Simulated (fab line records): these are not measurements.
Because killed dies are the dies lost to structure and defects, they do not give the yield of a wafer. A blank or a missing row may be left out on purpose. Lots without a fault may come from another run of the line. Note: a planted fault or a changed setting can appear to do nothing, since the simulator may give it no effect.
fab line records | flow n5Finfet
record lots=11 wafers=33 lastDay=18
route steps=1938 shown BEOL_M15@1812 PASSIVATION@1936
lots untouched by any fault: they come from a run of this same line in which no faults occurred
startH: hours from the record's opening day to when the first of the lot's shown wafers began | waitH: how many hours have passed since the lot's step before this one | " as in the row above | L1.1+2: a row that stands for several wafers | - no value present, or no start provided | * or withheld: withheld | < > ~ a bound
route shown NAME@n: NAME is a module with steps in the file, n the number in the route of the first one | usual: mean and standard deviation over wafers with no fault | same: alike in all rows | chamber/n: place in a boat | sites: readings site by site | _std_site: the values' standard deviation | _edge_site: inner sites' mean taken away from outer sites' mean | radiusMm: for every site, how far away it sits from the centre of the wafer | mask NAME#n: copy n | behind: the most recent tool/chamber to have shaped the wafer | hold: why the lot went on hold/how many hours it stayed there/how the hold came to an end | device: which transistor (n, p or np) failed to switch | end of line: the route-end tests of the same wafers | step lacking rows: just its recipe | killed: dies lost to structure and defects at the first sort, not the wafer's yield | map: shows each die of a wafer: x if killed, . if not, _ if none is there
set.NAME: the setting as run; set.NAME@STEP: as run at that earlier step | model.NAME: the simulator's own value behind a step, which no gauge read
one table for each step of the route and one row for each wafer, over a sample of lots
services: a tool's chamber out of use, with start hour (startH, from the record's first day; less than 0 if before it), hours out, and reason
## steps
# step N5_BEOL_M15_STRIP_62
# recipe chemistry=O2 powerW=600 tempC=60 pressureMtorr=30 rfFrequencyHz=6e+07 biasPowerW=0 overashFraction=0.3 o2FlowSccm=225
# usual drypumpMotorCurrentA=5.8/0.35 oesProductAu=0.81/0.09 rfVppV=3.6/0.51 showerheadPlenumPTorr=2.10/0.078 throttleValvePct=16.65/0.26
# columns lot.wafer tool chamber startH waitH drypumpMotorCurrentA oesProductAu rfHoursCounterH rfVppV showerheadPlenumPTorr throttleValvePct
L617.2 rieDiel-03 3 - - 6.6 0.79 117 3.1 2.03 16.80
L617.3 " 2 " " 5.2 0.88 42 3.7 2.14 16.62
L617.6 " 1 " " 5.9 0.70 - 3.6 2.07 16.75
L619.2 rieDiel-04 0 - - 5.7 0.84 62 4.3 2.04 16.28
L619.4 " 3 " " 5.7 0.82 91 3.5 2.21 16.55
L619.6 " 1 " " 5.6 0.72 - 2.8 2.18 16.90
L621.3 rieDiel-04 2 - - 6.0 0.90 37 2.9 2.15 16.64
L621.4 " 3 " " 5.7 0.82 94 4.2 2.21 16.58
L621.5 " 3 " " 5.7 0.83 - 3.2 2.21 16.57
L623.3 rieDiel-03 2 - - 5.2 0.87 53 3.7 2.14 16.67
L623.4 " 0 " " 5.6 0.91 22 3.7 2.15 16.25
L623.5 " 3 " " 6.6 0.78 - 3.3 2.03 16.82
L624.2 rieDiel-06 2 - - 5.5 0.72 195 4.6 1.99 16.96
L624.5 " 1 " " 5.9 0.71 - 3.9 1.99 16.89
L624.6 " 0 " " 5.5 0.67 - 3.4 2.15 17.25
L629.3 rieDiel-04 0 - - 5.7 0.83 74 4.5 2.04 16.31
L629.4 " 3 " " 5.7 0.81 104 4.1 2.20 16.59
L629.5 " 3 " " 5.7 0.81 - 3.9 2.20 16.60
L628.4 rieDiel-03 2 - - 5.2 0.85 - 3.4 2.13 16.69
L628.5 " 0 " " 5.6 0.88 - 3.9 2.14 16.32
L628.6 " 3 " " 6.6 0.77 - 4.3 2.02 16.85
L633.1 rieDiel-04 2 - - 6.0 0.86 55 4.1 2.14 16.66
L633.3 " 1 " " 5.6 0.69 219 3.2 2.17 16.93
L633.4 " 3 " " 5.7 0.80 113 3.0 2.20 16.60
L634.2 rieDiel-04 0 - - 5.7 0.81 86 3.9 2.04 16.32
L634.3 " 2 " " 6.0 0.87 56 4.0 2.14 16.66
L634.6 " 3 " " 5.7 0.80 - 3.7 2.20 16.61
L640.4 rieDiel-06 3 - - 6.4 0.93 9 4.6 2.25 16.11
L640.5 " 1 " " 5.9 0.69 - 4.1 1.98 16.96
L640.6 " 0 " " 5.5 0.89 - 3.7 2.14 16.81
L639.2 rieDiel-06 3 - - 6.4 0.92 11 5.0 2.25 16.10
L639.3 " 0 " " 5.5 0.88 27 4.4 2.14 16.81
L639.5 " 3 " " 6.3 0.92 - 3.7 2.25 16.12
# step N5_BEOL_M15_SPUTTER_43
# recipe material=TaN targetThkA=150 tempC=50 biasV=168.6 powerW=15000 chamberPressurePa=0.12 timeS=24.19
# usual substrateTempC=50.00/0.12 throttleValvePct=30.4/1.1
# columns lot.wafer tool chamber startH waitH substrateTempC throttleValvePct
L617.2 pvdSputter-03 - 274.45 0.0 50.05 29.3
L617.3 " - " " 49.85 31.5
L617.6 " - " " 50.04 31.6
L619.2 pvdSputter-01 - 282.75 0.0 49.93 29.4
L619.4 " - " " 50.06 31.8
L619.6 " - " " 50.02 31.9
L621.3 pvdSputter-03 - 293.51 0.0 50.04 31.8
L621.4 " - " " 50.09 28.4
L621.5 " - " " 50.05 29.4
L623.3 pvdSputter-01 - 307.32 0.0 50.06 30.0
L623.4 " - " " 50.04 29.8
L623.5 " - " " 49.81 31.8
L624.2 pvdSputter-03 - 316.16 0.0 49.89 30.7
L624.5 " - " " 49.85 28.3
L624.6 " - " " 50.12 29.6
L629.3 pvdSputter-02 - 323.48 0.0 50.06 32.0
L629.4 " - " " 50.00 31.5
L629.5 " - " " 49.94 30.0
L628.4 pvdSputter-01 - 353.49 0.0 49.93 29.8
L628.5 " - " " 49.93 29.3
L628.6 " - " " 49.89 31.9
L633.1 pvdSputter-01 - 354.69 0.0 49.83 29.6
L633.3 " - " " 49.96 30.0
L633.4 " - " " 49.97 29.5
L634.2 pvdSputter-01 - 361.35 0.0 50.14 29.1
L634.3 " - " " 49.84 29.2
L634.6 " - " " 50.02 31.7
L640.4 pvdSputter-01 - 403.40 0.0 49.90 29.7
L640.5 " - " " 50.04 29.6
L640.6 " - " " 50.02 31.6
L639.2 pvdSputter-03 - 412.90 0.0 49.97 28.3
L639.3 " - " " 50.33 30.4
L639.5 " - " " 49.91 29.5
# step N5_BEOL_M15_ANNEAL_48
# recipe tempC=225 timeS=90 ambient=N2
# usual wafer_temp_C_max=225.95/0.28
# columns lot.wafer tool chamber startH waitH wafer_temp_C_max
L617.2 rtpAnneal-01 0 275.01 0.2 226.33
L617.3 " 0 " " 226.37
L617.6 " 0 " " 226.22
L619.2 rtpAnneal-01 0 283.31 0.2 226.07
L619.4 " 0 " " 225.78
L619.6 " 0 " " 226.52
L621.3 rtpAnneal-02 0 294.12 0.2 225.43
L621.4 " 0 " " 225.74
L621.5 " 0 " " 225.57
L623.3 rtpAnneal-01 0 307.93 0.2 226.01
L623.4 " 0 " " 226.07
L623.5 " 0 " " 226.02
L624.2 rtpAnneal-01 0 316.72 0.2 226.56
L624.5 " 0 " " 226.05
L624.6 " 0 " " 226.14
L629.3 rtpAnneal-02 0 324.09 0.2 225.64
L629.4 " 0 " " 225.76
L629.5 " 0 " " 225.46
L628.4 rtpAnneal-02 0 354.14 0.2 229.01
L628.5 " 0 " " 228.72
L628.6 " 0 " " 228.80
L633.1 rtpAnneal-02 0 355.22 0.2 228.75
L633.3 " 0 " " 228.84
L633.4 " 0 " " 229.33
L634.2 rtpAnneal-01 0 361.92 0.2 225.84
L634.3 " 0 " " 226.30
L634.6 " 0 " " 226.20
L640.4 rtpAnneal-01 0 404.06 0.2 225.91
L640.5 " 0 " " 226.31
L640.6 " 0 " " 226.02
L639.2 rtpAnneal-01 0 413.47 0.2 225.95
L639.3 " 0 " " 225.81
L639.5 " 0 " " 225.93
# step N5_BEOL_M15_CMP_49
# recipe stopOn=SiO2 tOverpolishS=4.9 downForcePsi=2 platenRpm=80 clearingPlatenDownForcePsi=2 clearingPlatenRpm=80 postCmpClean=cuAlkaline targetThkNm=850 clearingPlatenPadVelocityMS=1.5917 padVelocityMS=1.5917
# usual barrierFieldEndpointS=11.25/0.21 clearingPlatenRpm=80.00/0.037 motorCurrentA=7.9/1 overpolishRunS=4.900/0.0082 padLifeWafers=1304/630
# columns lot.wafer tool chamber startH waitH barrierFieldEndpointS clearingPlatenRpm motorCurrentA overpolishRunS padLifeWafers
L617.2 cmp-03 1 275.30 0.2 11.14 79.93 7.8 4.911 1189
L617.3 " 2 " " 10.94 80.02 7.8 4.896 1190
L617.6 " 0 " " 11.12 79.99 8.1 4.902 -
L619.4 cmp-04 3 283.57 0.1 11.23 80.02 6.4 4.889 1770
L619.2 " 1 " " 11.37 80.03 9.3 4.898 1772
L619.6 " 3 " " 11.17 79.96 6.1 4.897 -
L621.3 cmp-03 2 294.37 0.2 11.49 80.02 8.0 4.889 1369
L621.4 " 0 " " 11.37 80.09 8.5 4.900 1371
L621.5 " 1 " " 11.23 79.95 8.0 4.902 -
L623.4 cmp-04 0 308.19 0.2 11.21 79.98 5.9 4.898 1957
L623.3 " 2 " " 11.02 80.05 7.1 4.908 1959
L623.5 " 0 " " 11.25 79.95 6.0 4.908 -
L624.2 cmp-04 2 316.98 0.2 10.83 80.04 7.2 4.908 2028
L624.6 " 2 " " 10.97 79.99 7.2 4.908 -
L624.5 " 3 " " 10.82 80.02 6.3 4.922 -
L629.3 cmp-03 1 324.30 0.2 11.29 80.01 7.8 4.896 1578
L629.4 " 3 " " 11.10 80.03 8.0 4.895 1580
L629.5 " 1 " " 11.13 80.00 7.9 4.913 -
L628.4 cmp-03 1 354.30 0.1 11.05 79.94 7.6 4.905 1866
L628.6 " 1 " " 11.18 79.98 7.5 4.890 -
L628.5 " 2 " " 11.41 79.96 8.0 4.899 -
L633.1 cmp-03 3 355.52 0.3 11.17 79.98 8.3 4.902 1872
L633.4 " 1 " " 11.16 80.05 8.1 4.899 1874
L633.3 " 2 " " 10.95 79.95 7.9 4.911 1875
L634.2 cmp-03 3 362.21 0.2 11.43 79.96 8.2 4.901 1939
L634.3 " 0 " " 11.50 80.02 9.1 4.901 1940
L634.6 " 3 " " 11.48 79.97 8.6 4.912 -
L640.4 cmp-03 3 404.33 0.2 11.35 79.99 8.2 4.899 153
L640.6 " 0 " " 11.15 80.02 8.8 4.903 -
L640.5 " 1 " " 11.37 80.02 7.8 4.899 -
L639.2 cmp-02 0 413.76 0.2 11.32 80.03 8.9 4.906 1633
L639.3 " 2 " " 11.37 79.98 8.1 4.899 1635
L639.5 " 0 " " 11.16 79.99 8.8 4.898 -
# step N5_PASSIVATION_PROBE_49
# usual defectLimitedYield=91.6/1.4 killed_at_M0_to_M3=33/9.7 killed_at_M4_up=13/5.4 killedAtContacts=13/6.6 killedAtFrontEnd=36/11 killedAtOther=3.9/3 killedDies=99/16 killedOpen=66/12 killedShort=32/7.9 sort_bin_5_function=4.9/0.9 sort_bin_6_memory=3.2/0.67 sortNPass=1081/16 sortYieldPct=91.6/1.4
# same grossDies=1180 killedAtBackSide=0 sort_bin_4_leakage[%]=0 sort_bin_8_speed[%]=0
# columns lot.wafer tool chamber startH waitH defectLimitedYield[%] killed_at_M0_to_M3 killed_at_M4_up killedAtContacts killedAtFrontEnd killedAtOther killedDies killedOpen killedShort sort_bin_5_function[%] sort_bin_6_memory[%] sortNPass sortYieldPct[%]
L619.2 prober-01 - 298.64 0.1 91.6 39 9 10 37 4 99 62 34 4.1 3.5 1081 91.6
L619.4 prober-01 - 298.74 0.2 86.3 70 12 15 61 4 162 109 50 7.3 5.5 1018 86.3
L619.6 prober-01 - 298.84 0.3 93.2 33 11 18 18 0 80 57 22 3.5 3.1 1100 93.2
L628.4 prober-02 - 370.45 0.2 93.5 28 16 3 21 9 77 48 26 3.8 2.4 1103 93.5
L628.5 prober-02 - 370.50 0.2 93.5 29 11 11 22 4 77 44 32 3.6 2.6 1103 93.5
L628.6 prober-02 - 370.55 0.3 93.4 25 15 11 23 4 78 43 34 3.0 3.1 1102 93.4
# killed by level:class
L619.2 FIN_SAQP:geometricParticle:short=10 FIN_SAQP:geometricParticle:open=8 BEOL_M2:geometricParticle:open=8 MOL_CONTACT_COAG:geometricParticle:open=7 BEOL_M0_SAQP:geometricParticle:open=7 BEOL_M0_SAQP:geometricParticle:short=5 BEOL_M0:geometricParticle:open=5 BEOL_M1:geometricParticle:open=5
L619.4 STI_FIN_REVEAL:geometricParticle:open=20 BEOL_M3:geometricParticle:open=17 MOL_CONTACT_COAG:geometricParticle:open=14 BEOL_M0_SAQP:geometricParticle:open=13 BEOL_M0_SAQP:geometricParticle:short=11 BEOL_M2:geometricParticle:open=9 FIN_SAQP:geometricParticle:short=7 BEOL_M1:geometricParticle:open=7
L619.6 MOL_CONTACT_COAG:geometricParticle:open=14 BEOL_M2:geometricParticle:open=13 BEOL_M0_SAQP:geometricParticle:open=5 SPACER0:geometricParticle:open=4 MOL_CONTACT_COAG:geometricParticle:short=4 BEOL_M0_SAQP:geometricParticle:short=4 STARTING-WAFER:geometricParticle:short=4 BEOL_M0:geometricParticle:open=3
L628.4 BEOL_M0_SAQP:geometricParticle:short=10 BEOL_M0_SAQP:geometricParticle:open=9 STARTING-WAFER:geometricParticle:open=6 STI_FIN_REVEAL:geometricParticle:open=5 BEOL_M3:geometricParticle:open=5 BEOL_M5:geometricParticle:open=5 BEOL_M4:geometricParticle:open=4 PAD_METAL:geometricParticle:short=4
L628.5 BEOL_M0_SAQP:geometricParticle:short=10 MOL_CONTACT_COAG:geometricParticle:open=9 BEOL_M0_SAQP:geometricParticle:open=5 STARTING-WAFER:geometricParticle:open=5 BEOL_M4:geometricParticle:open=4 STARTING-WAFER:geometricParticle:short=4 ILD0:geometricParticle:open=3 BEOL_M1:geometricParticle:open=3
L628.6 BEOL_M3:geometricParticle:open=10 FIN_SAQP:geometricParticle:short=7 MOL_CONTACT_COAG:geometricParticle:open=6 BEOL_M5:geometricParticle:open=6 MOL_CONTACT_COAG:geometricParticle:short=5 BEOL_M0_SAQP:geometricParticle:short=5 BEOL_M8:geometricParticle:open=3 STARTING-WAFER:geometricParticle:short=3
## services
# columns tool chamber startH hours kind
rtpAnneal-02 - 259.79 3.4 pm
rieDiel-03 3 274.63 5.6 repair
cmp-02 - 282.84 3.9 repair
cmp-04 - 285.55 4.9 pm
cmp-02 - 301.49 0.3 repair
cmp-04 - 305.26 1.2 repair
cmp-03 - 313.49 3.7 repair
rieDiel-06 0 315.95 - clean
cmp-04 - 326.79 4.0 pm
cmp-04 - 331.17 0.8 repair
cmp-04 - 333.93 10.0 repair
cmp-03 - 351.46 1.7 repair
cmp-02 - 353.40 3.8 repair
pvdSputter-01 - 365.49 7.0 repair
pvdSputter-02 - 366.55 13.9 repair
cmp-04 - 367.98 9.6 repair
cmp-03 - 374.51 2.8 repair
rieDiel-04 1 377.88 9.9 repair
cmp-03 - 380.57 4.0 pm
cmp-03 - 384.57 - consumableReplace:conditioner
cmp-03 - 384.57 - consumableReplace:pad
rieDiel-04 - 387.36 2.8 pm
rieDiel-03 2 409.54 14.3 repair
cmp-03 - 412.46 3.8 repair
## key
firstSign step=N5_BEOL_M15_ANNEAL_48 reading=wafer_temp_C_max direction=up sigmas=11 usual=* struck=*
effect none on later readings
metAt N5_BEOL_M15_ANNEAL_48
struckLots L628,L633
notActingAt N5_BEOL_M15_STRIP_62,N5_BEOL_M15_SPUTTER_43,N5_BEOL_M15_CMP_49
onsetBetween 324.09 354.14
fault kind=processParameterDrift tool=rtpAnneal-02 chamber=- onsetH=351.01 steps=N5_BEOL_M15_ANNEAL_48 channel=tempC offset=* shape=step endH=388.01 actsIn=* stated=*
